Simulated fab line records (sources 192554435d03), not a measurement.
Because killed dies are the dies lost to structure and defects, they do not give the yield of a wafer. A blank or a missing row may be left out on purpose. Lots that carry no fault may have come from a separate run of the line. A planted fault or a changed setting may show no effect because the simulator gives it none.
fab line records + flow n5_finfet + part 1 of 2: steps 1 to 7 of 8
record
- lots=9
- wafers=26
- last_day=17
route steps=1938 shown BEOL_M4@1111 BEOL_M10@1509 PASSIVATION@1936
lots that met no fault: from a run of the same line without faults
start_h: hours from the record's first day to the start of the lot's first wafer shown + wait_h: hours since the lot's step before + " unchanged from the row above + L1.1+2: a row that stands for several wafers + - no value, or no start given + * or withheld: withheld + < > ~ a bound
route shown NAME@n: a module of which the file shows steps, and the number in the route of the first + usual: mean/standard deviation of fault-free wafers + same: alike in all rows + chamber/n: place in a boat + sites: each site's reading + _std_site: standard deviation across them + _edge_site: outer sites' mean less inner sites' + radius_mm: how far each site lies from the wafer's centre + mask NAME#n: copy n + behind: the last tool/chamber to shape the wafer + hold: why the lot went on hold/how many hours it stayed there/how the hold came to an end + device: names the non-switching transistor (n, p or np) + end of line: tests run on the same wafers once the route is complete + where a step has no rows: the recipe by itself + killed: dies lost to structure and defects at the first sort, not the wafer's yield + map: a wafer's dies, marking killed ones x, the rest . and places with no die _
set.NAME: the setting as run; set.NAME@STEP: as run at that earlier step + model.NAME: the simulator's own value behind a step, which no gauge read
steps of the route over a sample of lots; a table a step, a row a wafer
services: the hour from which a tool's chamber was out of use, counted from the record's first day as start_h (under 0 if before that day), plus the number of hours and why
## steps
# step N5_BEOL_M4_RC_MEAS_101
# usual
- DIBL_N=36.3/1.6
- DIBL_P=36.2/2.1
- IOFF_N=0.16/0.031
- IOFF_P=0.21/0.034
- ION_N=673/11
- ION_P=461/7.4
- SS_N=71.6/0.55
- SS_P=73.3/0.66
- VT_N=251/3.2
- VT_P=-251/3.5
| lot.wafer | tool      | chamber | start_h | wait_h | DIBL_N[mV/V] | DIBL_P[mV/V] | IOFF_N[nA/um] | IOFF_P[nA/um] | ION_N[uA/um] | ION_P[uA/um] | SS_N[mV/dec] | SS_P[mV/dec] | VT_N[mV] | VT_P[mV] |
|-----------|-----------|---------|---------|--------|--------------|--------------|---------------|---------------|--------------|--------------|--------------|--------------|----------|----------|
| L460.2    | prober-01 | 0       | 204.88  | 0.2    | 35.2         | 34.9         | 0.13          | 0.17          | 663          | 448          | 71.0         | 72.3         | 254      | -255     |
| L460.4    | "         | 0       | "       | "      | 34.9         | 34.1         | 0.12          | 0.17          | 655          | 452          | 70.8         | 72.7         | 253      | -255     |
| L460.6    | "         | 0       | "       | "      | 36.1         | 35.5         | 0.14          | 0.18          | 669          | 454          | 71.9         | 72.6         | 255      | -254     |
| L464.2    | prober-01 | 0       | 222.41  | 0.2    | 35.0         | 33.8         | 0.13          | 0.17          | 672          | 456          | 70.8         | 72.5         | 256      | -254     |
| L464.3    | "         | 0       | "       | "      | 37.7         | 36.7         | 0.19          | 0.21          | 676          | 456          | 72.4         | 73.1         | 249      | -251     |
| L464.6    | "         | 0       | "       | "      | 36.8         | 34.5         | 0.15          | 0.18          | 661          | 453          | 71.7         | 72.5         | 253      | -254     |
| L465.1    | prober-02 | 0       | 229.28  | 0.0    | 34.2         | 36.2         | 0.13          | 0.19          | 672          | 466          | 70.9         | 72.7         | 253      | -252     |
| L465.2    | "         | 0       | "       | "      | 36.8         | 39.3         | 0.18          | 0.24          | 669          | 461          | 72.6         | 73.5         | 246      | -248     |
| L465.4    | "         | 0       | "       | "      | 36.3         | 38.6         | 0.17          | 0.24          | 689          | 475          | 71.2         | 74.0         | 247      | -247     |
| L471.2    | prober-01 | 0       | 261.83  | 0.2    | 37.7         | 38.2         | 0.18          | 0.22          | 687          | 465          | 71.7         | 73.5         | 249      | -252     |
| L471.4    | "         | 0       | "       | "      | 37.0         | 36.0         | 0.15          | 0.20          | 668          | 461          | 72.2         | 73.6         | 250      | -255     |
| L471.6    | "         | 0       | "       | "      | 38.1         | 37.4         | 0.19          | 0.23          | 676          | 464          | 72.0         | 73.1         | 250      | -248     |
| L472.1    | prober-01 | 0       | 268.94  | 0.0    | 36.5         | 37.0         | 0.16          | 0.20          | 669          | 462          | 72.3         | 73.6         | 251      | -249     |
| L472.5    | "         | 0       | "       | "      | 36.2         | 36.8         | 0.15          | 0.20          | 665          | 460          | 71.2         | 73.7         | 251      | -251     |
| L472.6    | "         | 0       | "       | "      | 35.5         | 34.7         | 0.13          | 0.17          | 661          | 452          | 71.5         | 73.0         | 256      | -253     |
| L473.2    | prober-01 | 0       | 273.49  | 0.2    | 36.9         | 37.1         | 0.16          | 0.18          | 670          | 454          | 71.6         | 73.1         | 251      | -258     |
| L473.3    | "         | 0       | "       | "      | 33.8         | 33.7         | 0.11          | 0.13          | 662          | 446          | 70.9         | 72.7         | 256      | -262     |
| L473.5    | "         | 0       | "       | "      | 36.6         | 37.1         | 0.16          | 0.17          | 682          | 459          | 71.5         | 73.2         | 249      | -258     |
| L474.2    | prober-01 | 0       | 281.13  | 0.2    | 36.8         | 35.2         | 0.15          | 0.19          | 667          | 454          | 71.3         | 73.0         | 253      | -254     |
| L474.4    | "         | 0       | "       | "      | 38.1         | 37.4         | 0.17          | 0.21          | 689          | 464          | 71.6         | 74.0         | 246      | -253     |
| L475.2    | prober-01 | 0       | 295.65  | 0.2    | 34.2         | 32.7         | 0.10          | 0.14          | 656          | 455          | 70.4         | 71.8         | 257      | -254     |
| L475.3    | "         | 0       | "       | "      | 37.2         | 37.0         | 0.15          | 0.19          | 667          | 456          | 71.2         | 72.6         | 251      | -253     |
| L475.4    | "         | 0       | "       | "      | 36.9         | 36.4         | 0.14          | 0.19          | 666          | 463          | 71.6         | 72.9         | 252      | -255     |
| L476.2    | prober-01 | 0       | 298.01  | 0.2    | 37.9         | 38.5         | 0.19          | 0.23          | 687          | 466          | 71.7         | 74.6         | 248      | -249     |
| L476.3    | "         | 0       | "       | "      | 39.1         | 41.1         | 0.23          | 0.28          | 697          | 472          | 73.3         | 74.0         | 245      | -248     |
| L476.6    | "         | 0       | "       | "      | 39.1         | 41.7         | 0.25          | 0.29          | 708          | 478          | 72.5         | 74.3         | 243      | -248     |
# step N5_BEOL_M10_VIA_ETCH_34
# recipe
- chemistry=C4F6/O2
- target=SiCOH_lowk
- target_depth_a=1845
- mask_material=SOC
- taper_deg=4
- time_s=69.2
- ion_energy_ev=250
- pressure_mtorr=30
- source_w=345
- bias_w=185
- Ar_flow_sccm=300
- C4F6_flow_sccm=10
- O2_flow_sccm=10
# usual
- chamber_pressure_mTorr=30.001/0.026
- drypump_motor_current_A=5.7/0.39
- oes_ar_750_au=0.81/0.1
- oes_f_703_au=0.81/0.1
- oes_product_au=0.81/0.1
- rf_vpp_V=661/8.6
- showerhead_plenum_p_Torr=2.85/0.092
- throttle_valve_pct=21.06/0.21
| lot.wafer | tool        | chamber | start_h | wait_h | chamber_pressure_mTorr | drypump_motor_current_A | oes_ar_750_au | oes_f_703_au | oes_product_au | rf_hours_counter_h | rf_vpp_V | showerhead_plenum_p_Torr | throttle_valve_pct |
|-----------|-------------|---------|---------|--------|------------------------|-------------------------|---------------|--------------|----------------|--------------------|----------|--------------------------|--------------------|
| L460.2    | rie_diel-04 | 1       | 251.51  | 0.0    | 30.011                 | 5.4                     | 0.85          | 0.86         | 0.83           | 83                 | 668      | 2.86                     | 20.91              |
| L460.4    | "           | 0       | "       | "      | 29.968                 | 6.2                     | 0.75          | 0.75         | 0.75           | 131                | 666      | 2.76                     | 21.00              |
| L460.6    | "           | 2       | "       | "      | 30.010                 | 6.4                     | 0.70          | 0.69         | 0.70           | -                  | 662      | 2.71                     | 20.89              |
| L464.2    | rie_diel-06 | 1       | 272.43  | 0.0    | 30.046                 | 6.1                     | 0.95          | 0.95         | 0.96           | 5                  | 658      | 2.92                     | 20.92              |
| L464.3    | "           | 2       | "       | "      | 30.031                 | 5.3                     | 0.71          | 0.71         | 0.69           | 249                | 656      | 2.72                     | 21.35              |
| L464.6    | "           | 1       | "       | "      | 30.035                 | 6.1                     | 0.95          | 0.96         | 0.96           | -                  | 660      | 2.92                     | 20.91              |
| L465.1    | rie_diel-04 | 1       | 278.08  | 0.0    | 30.054                 | 5.4                     | 0.84          | 0.85         | 0.84           | 93                 | 669      | 2.85                     | 20.91              |
| L465.2    | "           | 3       | "       | "      | 29.973                 | 5.7                     | 0.70          | 0.69         | 0.70           | 236                | 675      | 2.82                     | 21.32              |
| L465.4    | "           | 2       | "       | "      | 30.014                 | 6.4                     | 0.70          | 0.69         | 0.70           | 222                | 665      | 2.70                     | 20.90              |
| L471.2    | rie_diel-06 | 1       | 307.56  | 0.0    | 29.996                 | 6.1                     | 0.92          | 0.90         | 0.92           | 21                 | 658      | 2.92                     | 20.94              |
| L471.4    | "           | 0       | "       | "      | 29.994                 | 5.9                     | 0.91          | 0.95         | 0.93           | 34                 | 654      | 2.88                     | 20.73              |
| L471.6    | "           | 1       | "       | "      | 30.023                 | 6.1                     | 0.91          | 0.91         | 0.91           | -                  | 659      | 2.92                     | 20.93              |
| L472.1    | rie_diel-06 | 1       | 311.36  | 0.0    | 30.033                 | 6.1                     | 0.90          | 0.91         | 0.91           | 22                 | 659      | 2.92                     | 20.94              |
| L472.5    | "           | 1       | "       | "      | 30.005                 | 6.1                     | 0.90          | 0.91         | 0.91           | -                  | 658      | 2.91                     | 20.94              |
| L472.6    | "           | 2       | "       | "      | 29.978                 | 5.3                     | 0.95          | 0.96         | 0.96           | -                  | 665      | 3.06                     | 20.99              |
| L473.2    | rie_diel-02 | 3       | 314.22  | 0.0    | 30.055                 | 5.8                     | 0.80          | 0.82         | 0.79           | 108                | 655      | 2.97                     | 20.90              |
| L473.3    | "           | 0       | "       | "      | 29.990                 | 5.3                     | 0.81          | 0.78         | 0.81           | 97                 | 668      | 2.89                     | 21.34              |
| L473.5    | "           | 0       | "       | "      | 30.042                 | 5.3                     | 0.80          | 0.78         | 0.81           | -                  | 669      | 2.89                     | 21.33              |
| L474.2    | rie_diel-04 | 1       | 322.37  | 0.0    | 29.968                 | 5.4                     | 0.81          | 0.83         | 0.82           | 109                | 668      | 2.85                     | 20.92              |
| L474.4    | "           | 0       | "       | "      | 30.004                 | 6.2                     | 0.73          | 0.72         | 0.73           | -                  | 666      | 2.74                     | 21.04              |
| L475.2    | rie_diel-06 | 2       | 340.01  | 0.0    | 29.995                 | 5.3                     | 0.93          | 0.93         | 0.93           | 18                 | 667      | 3.06                     | 21.01              |
| L475.3    | "           | 0       | "       | "      | 29.977                 | 5.9                     | 0.90          | 0.92         | 0.91           | 47                 | 656      | 2.88                     | 20.75              |
| L475.4    | "           | 3       | "       | "      | 29.966                 | 5.9                     | 0.86          | 0.85         | 0.87           | 40                 | 663      | 2.79                     | 21.29              |
| L476.2    | rie_diel-06 | 2       | 351.19  | 0.0    | 29.986                 | 5.3                     | 0.92          | 0.93         | 0.93           | 22                 | 666      | 3.06                     | 21.03              |
| L476.3    | "           | 3       | "       | "      | 29.996                 | 5.9                     | 0.86          | 0.85         | 0.86           | 44                 | 663      | 2.79                     | 21.30              |
| L476.6    | "           | 1       | "       | "      | 30.037                 | 6.1                     | 0.88          | 0.88         | 0.87           | -                  | 659      | 2.91                     | 20.95              |
# step N5_BEOL_M10_STRIP_77
# recipe
- chemistry=N2/H2
- time_s=10
- power_w=450
- temp_c=40
- pressure_mtorr=20
- rf_frequency_hz=6e+07
- bias_power_w=7
- n2_flow_sccm=200
- h2_flow_sccm=200
# usual
- chamber_pressure_mTorr=19.997/0.021
- drypump_motor_current_A=5.7/0.39
- oes_product_au=0.81/0.1
- rf_vpp_V=59.2/0.89
- showerhead_plenum_p_Torr=2.53/0.085
- throttle_valve_pct=23.68/0.2
| lot.wafer | tool        | chamber | start_h | wait_h | chamber_pressure_mTorr | drypump_motor_current_A | oes_product_au | rf_hours_counter_h | rf_vpp_V | showerhead_plenum_p_Torr | throttle_valve_pct |
|-----------|-------------|---------|---------|--------|------------------------|-------------------------|----------------|--------------------|----------|--------------------------|--------------------|
| L460.2    | rie_diel-04 | 1       | -       | -      | 19.977                 | 5.4                     | 0.86           | 83                 | 59.0     | 2.56                     | 23.77              |
| L460.4    | "           | 0       | "       | "      | 19.994                 | 6.2                     | 0.76           | 131                | 59.4     | 2.43                     | 23.42              |
| L460.6    | "           | 2       | "       | "      | 19.973                 | 6.4                     | 0.71           | -                  | 59.6     | 2.42                     | 23.58              |
| L464.2    | rie_diel-06 | 1       | -       | -      | 20.023                 | 6.1                     | 0.96           | 5                  | 58.4     | 2.59                     | 23.42              |
| L464.3    | "           | 2       | "       | "      | 20.022                 | 5.3                     | 0.69           | 249                | 58.6     | 2.39                     | 23.92              |
| L464.6    | "           | 1       | "       | "      | 20.006                 | 6.1                     | 0.96           | -                  | 58.5     | 2.59                     | 23.43              |
| L465.1    | rie_diel-04 | 1       | -       | -      | 20.023                 | 5.4                     | 0.84           | 93                 | 60.2     | 2.56                     | 23.80              |
| L465.2    | "           | 3       | "       | "      | 19.967                 | 5.7                     | 0.70           | 236                | 59.5     | 2.50                     | 23.94              |
| L465.4    | "           | 2       | "       | "      | 20.036                 | 6.4                     | 0.70           | 222                | 57.4     | 2.42                     | 23.59              |
| L471.2    | rie_diel-06 | 1       | -       | -      | 19.994                 | 6.1                     | 0.91           | 21                 | 59.6     | 2.58                     | 23.44              |
| L471.4    | "           | 0       | "       | "      | 19.994                 | 6.0                     | 0.91           | 35                 | 59.2     | 2.56                     | 23.43              |
| L471.6    | "           | 1       | "       | "      | 19.957                 | 6.1                     | 0.91           | -                  | 61.2     | 2.58                     | 23.42              |
| L472.1    | rie_diel-06 | 1       | -       | -      | 20.036                 | 6.1                     | 0.91           | 22                 | 58.6     | 2.58                     | 23.44              |
| L472.5    | "           | 1       | "       | "      | 20.001                 | 6.1                     | 0.92           | -                  | 58.6     | 2.58                     | 23.44              |
| L472.6    | "           | 2       | "       | "      | 19.988                 | 5.3                     | 0.96           | -                  | 60.2     | 2.71                     | 23.55              |
| L473.2    | rie_diel-02 | 3       | -       | -      | 19.966                 | 5.8                     | 0.78           | 108                | 60.0     | 2.66                     | 23.76              |
| L473.3    | "           | 0       | "       | "      | 19.974                 | 5.3                     | 0.82           | 97                 | 58.8     | 2.56                     | 24.03              |
| L473.5    | "           | 0       | "       | "      | 20.045                 | 5.4                     | 0.82           | -                  | 58.9     | 2.56                     | 24.04              |
| L474.2    | rie_diel-04 | 1       | -       | -      | 20.013                 | 5.4                     | 0.82           | 109                | 59.7     | 2.55                     | 23.83              |
| L474.4    | "           | 0       | "       | "      | 19.999                 | 6.1                     | 0.73           | -                  | 59.2     | 2.42                     | 23.47              |
| L475.2    | rie_diel-06 | 2       | -       | -      | 19.990                 | 5.3                     | 0.91           | 18                 | 59.6     | 2.70                     | 23.57              |
| L475.3    | "           | 0       | "       | "      | 20.000                 | 6.0                     | 0.88           | 47                 | 59.6     | 2.55                     | 23.45              |
| L475.4    | "           | 3       | "       | "      | 19.960                 | 5.9                     | 0.86           | 40                 | 58.6     | 2.47                     | 23.75              |
| L476.2    | rie_diel-06 | 2       | -       | -      | 19.971                 | 5.3                     | 0.92           | 22                 | 61.0     | 2.70                     | 23.57              |
| L476.3    | "           | 3       | "       | "      | 20.006                 | 5.9                     | 0.86           | 44                 | 60.4     | 2.47                     | 23.77              |
| L476.6    | "           | 1       | "       | "      | 20.013                 | 6.1                     | 0.88           | -                  | 58.6     | 2.57                     | 23.45              |
# step N5_BEOL_M10_PRE_CLEAN_45
# recipe
- gas=H2/He
- time_s=30
- temp_c=250
# usual
- heater_power_w=335/25
| lot.wafer | tool           | chamber | start_h | wait_h | heater_power_w |
|-----------|----------------|---------|---------|--------|----------------|
| L460.2    | pvd_sputter-01 | -       | 252.87  | 0.0    | 292            |
| L460.4    | "              | -       | "       | "      | 321            |
| L460.6    | "              | -       | "       | "      | 367            |
| L464.2    | pvd_sputter-03 | -       | 273.28  | 0.0    | 302            |
| L464.3    | "              | -       | "       | "      | 365            |
| L464.6    | "              | -       | "       | "      | 364            |
| L465.1    | pvd_sputter-03 | -       | 279.52  | 0.0    | 332            |
| L465.2    | "              | -       | "       | "      | 356            |
| L465.4    | "              | -       | "       | "      | 359            |
| L471.2    | pvd_sputter-01 | -       | 309.04  | 0.0    | 359            |
| L471.4    | "              | -       | "       | "      | 349            |
| L471.6    | "              | -       | "       | "      | 325            |
| L472.1    | pvd_sputter-03 | -       | 312.20  | 0.0    | 356            |
| L472.5    | "              | -       | "       | "      | 307            |
| L472.6    | "              | -       | "       | "      | 339            |
| L473.2    | pvd_sputter-03 | -       | 315.15  | 0.0    | 340            |
| L473.3    | "              | -       | "       | "      | 310            |
| L473.5    | "              | -       | "       | "      | 338            |
| L474.2    | pvd_sputter-01 | -       | 323.67  | 0.0    | 293            |
| L474.4    | "              | -       | "       | "      | 362            |
| L475.2    | pvd_sputter-02 | -       | 340.98  | 0.0    | 297            |
| L475.3    | "              | -       | "       | "      | 315            |
| L475.4    | "              | -       | "       | "      | 347            |
| L476.2    | pvd_sputter-03 | -       | 352.39  | 0.0    | 347            |
| L476.3    | "              | -       | "       | "      | 359            |
| L476.6    | "              | -       | "       | "      | 362            |
# step N5_BEOL_M10_CMP_52
# recipe
- stop_on=SiCOH_lowk
- t_overpolish_s=7
- down_force_psi=1
- platen_rpm=50
- clearing_platen_down_force_psi=1.5
- clearing_platen_rpm=50
- post_cmp_clean=cu_alkaline
- target_thk_nm=140
- clearing_platen_pad_velocity_m_s=0.99484
- pad_velocity_m_s=0.99484
# usual
- barrier_field_endpoint_s=28.6/0.74
- motor_current_A=5.9/0.64
- overpolish_run_s=7.000/0.0096
- time_to_endpoint_s=65/3.2
| lot.wafer | tool   | chamber | start_h | wait_h | barrier_field_endpoint_s | motor_current_A | overpolish_run_s | time_to_endpoint_s |
|-----------|--------|---------|---------|--------|--------------------------|-----------------|------------------|--------------------|
| L460.2    | cmp-02 | 0       | 253.96  | 0.2    | 46.8                     | 5.8             | 0.046            | 85                 |
| L460.4    | "      | 2       | "       | "      | 29.6                     | 5.3             | 7.006            | 69                 |
| L460.6    | "      | 1       | "       | "      | 29.4                     | 4.8             | 7.003            | 66                 |
| L464.2    | cmp-03 | 1       | 274.40  | 0.2    | 28.6                     | 5.2             | 7.021            | 65                 |
| L464.3    | "      | 2       | "       | "      | 30.0                     | 6.3             | 7.007            | 72                 |
| L464.6    | "      | 2       | "       | "      | 30.3                     | 6.4             | 7.004            | 70                 |
| L465.2    | cmp-04 | 3       | 281.31  | 0.2    | 28.7                     | 6.8             | 7.001            | 64                 |
| L465.4    | "      | 0       | "       | "      | 28.2                     | 5.6             | 7.011            | 63                 |
| L465.1    | "      | 1       | "       | "      | 28.7                     | 6.4             | 6.999            | 67                 |
| L471.2    | cmp-02 | 3       | 310.55  | 0.3    | 29.6                     | 6.2             | 7.018            | 70                 |
| L471.4    | "      | 0       | "       | "      | 28.2                     | 6.2             | 6.991            | 63                 |
| L471.6    | "      | 1       | "       | "      | 28.4                     | 4.7             | 7.007            | 63                 |
| L472.1    | cmp-04 | 2       | 313.41  | 0.3    | 28.1                     | 5.8             | 6.997            | 62                 |
| L472.6    | "      | 2       | "       | "      | 29.1                     | 5.8             | 6.995            | 63                 |
| L472.5    | "      | 3       | "       | "      | 27.8                     | 7.2             | 7.004            | 59                 |
| L473.3    | cmp-02 | 2       | 316.57  | 0.2    | 28.1                     | 5.4             | 6.995            | 69                 |
| L473.2    | "      | 3       | "       | "      | 29.2                     | 6.3             | 6.995            | 68                 |
| L473.5    | "      | 0       | "       | "      | 28.6                     | 6.2             | 6.991            | 64                 |
| L474.2    | cmp-02 | 1       | 324.91  | 0.2    | 27.3                     | 4.7             | 7.006            | 61                 |
| L474.4    | "      | 3       | "       | "      | 28.2                     | 6.7             | 6.993            | 66                 |
| L475.3    | cmp-04 | 0       | 342.27  | 0.2    | 27.8                     | 5.7             | 6.995            | 63                 |
| L475.4    | "      | 1       | "       | "      | 28.4                     | 6.4             | 7.000            | 65                 |
| L475.2    | "      | 2       | "       | "      | 27.8                     | 5.8             | 6.980            | 65                 |
| L476.2    | cmp-02 | 3       | 353.58  | 0.2    | 28.7                     | 6.8             | 6.997            | 66                 |
| L476.3    | "      | 2       | "       | "      | 28.1                     | 5.6             | 7.006            | 62                 |
| L476.6    | "      | 3       | "       | "      | 28.6                     | 6.3             | 6.988            | 65                 |
# step N5_BEOL_M10_THK_MEAS_53
# recipe
- thk_meas_gauge=xrf
- reads=Cu_of_BEOL_M10_ECD_50
# usual
- M10_THK=142/4
| lot.wafer | tool          | chamber | start_h | wait_h | M10_THK[nm] |
|-----------|---------------|---------|---------|--------|-------------|
| L460.2    | film_metro-01 | -       | 254.25  | -      | 263         |
| L460.4    | "             | -       | "       | "      | 143         |
| L460.6    | "             | -       | "       | "      | 138         |
| L464.2    | film_metro-02 | -       | 274.70  | -      | 145         |
| L464.3    | "             | -       | "       | "      | 144         |
| L464.6    | "             | -       | "       | "      | 148         |
| L465.1    | film_metro-02 | -       | 281.57  | -      | 144         |
| L465.2    | "             | -       | "       | "      | 137         |
| L465.4    | "             | -       | "       | "      | 138         |
| L471.2    | film_metro-02 | -       | 310.77  | -      | 149         |
| L471.4    | "             | -       | "       | "      | 149         |
| L471.6    | "             | -       | "       | "      | 146         |
| L472.1    | film_metro-02 | -       | 313.71  | -      | 144         |
| L472.5    | "             | -       | "       | "      | 147         |
| L472.6    | "             | -       | "       | "      | 148         |
| L473.2    | film_metro-02 | -       | 316.79  | -      | 143         |
| L473.3    | "             | -       | "       | "      | 142         |
| L473.5    | "             | -       | "       | "      | 141         |
| L474.2    | film_metro-01 | -       | 325.17  | -      | 141         |
| L474.4    | "             | -       | "       | "      | 140         |
| L475.2    | film_metro-02 | -       | 342.56  | -      | 149         |
| L475.3    | "             | -       | "       | "      | 146         |
| L475.4    | "             | -       | "       | "      | 140         |
| L476.2    | film_metro-02 | -       | 353.88  | -      | 150         |
| L476.3    | "             | -       | "       | "      | 140         |
| L476.6    | "             | -       | "       | "      | 145         |
# step N5_BEOL_M10_INSPECT_58
# recipe
- inspect_instrument=darkfield
- mode=post_dep
# usual
- raw_defect_count=69/24
| lot.wafer | tool              | chamber | start_h | wait_h | raw_defect_count |
|-----------|-------------------|---------|---------|--------|------------------|
| L460.2    | defect_inspect-01 | -       | 254.41  | 0.0    | 2228             |
| L460.4    | "                 | -       | "       | "      | 43               |
| L460.6    | "                 | -       | "       | "      | 58               |
| L464.2    | defect_inspect-02 | -       | 274.86  | 0.0    | 57               |
| L464.3    | "                 | -       | "       | "      | 100              |
| L464.6    | "                 | -       | "       | "      | 98               |
| L465.1    | defect_inspect-02 | -       | 281.73  | 0.0    | 73               |
| L465.2    | "                 | -       | "       | "      | 51               |
| L465.4    | "                 | -       | "       | "      | 50               |
| L471.2    | defect_inspect-02 | -       | 310.93  | 0.0    | 48               |
| L471.4    | "                 | -       | "       | "      | 37               |
| L471.6    | "                 | -       | "       | "      | 63               |
| L472.1    | defect_inspect-02 | -       | 313.87  | 0.0    | 55               |
| L472.5    | "                 | -       | "       | "      | 68               |
| L472.6    | "                 | -       | "       | "      | 153              |
| L473.2    | defect_inspect-01 | -       | 316.95  | 0.0    | 59               |
| L473.3    | "                 | -       | "       | "      | 71               |
| L473.5    | "                 | -       | "       | "      | 78               |
| L474.2    | defect_inspect-02 | -       | 325.33  | 0.0    | 71               |
| L474.4    | "                 | -       | "       | "      | 75               |
| L475.2    | defect_inspect-01 | -       | 342.72  | 0.0    | 63               |
| L475.3    | "                 | -       | "       | "      | 70               |
| L475.4    | "                 | -       | "       | "      | 62               |
| L476.2    | defect_inspect-02 | -       | 354.04  | 0.0    | 98               |
| L476.3    | "                 | -       | "       | "      | 42               |
| L476.6    | "                 | -       | "       | "      | 78               |
## key
first_sign
- step=N5_BEOL_M10_CMP_52
- reading=overpolish_run_s
- direction=down
- sigmas=99+
- usual=7.000
- struck=0.046
effect
- step=N5_BEOL_M10_CMP_52
- reading=barrier_field_endpoint_s
- direction=up
- sigmas=25
- usual=28.6
- struck=46.8
effect
- step=N5_BEOL_M10_THK_MEAS_53
- reading=M10_THK
- direction=up
- sigmas=30
- usual=142
- struck=263
effect
- step=N5_BEOL_M10_INSPECT_58
- reading=raw_defect_count
- direction=up
- sigmas=91
- usual=69
- struck=2228
effect
- step=N5_PASSIVATION_PROBE_49
- reading=killed_at_M4_up
- direction=up
- sigmas=99+
- usual=12
- struck=1098
more_kills_born_at
- N5_BEOL_M10_CMP_52@cmp-02=1078
met_at N5_BEOL_M10_CMP_52
struck_lots L460
struck_wafers L460.2
later_rows_left_out L460.2
not_acting_at N5_BEOL_M10_VIA_ETCH_34,N5_BEOL_M10_STRIP_77,N5_BEOL_M10_PRE_CLEAN_45
fault
- kind=process_parameter_drift
- tool=cmp-02
- chamber=-
- onset_h=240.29
- steps=N5_BEOL_M10_CMP_52
- channel=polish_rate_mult
- offset=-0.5
- shape=step
- end_h=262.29
- scope=struck_wafers_only
# later_rows_left_out: the simulator's readings of these wafers behind a module that went badly wrong aren't trusted and aren't shown, but for the sort
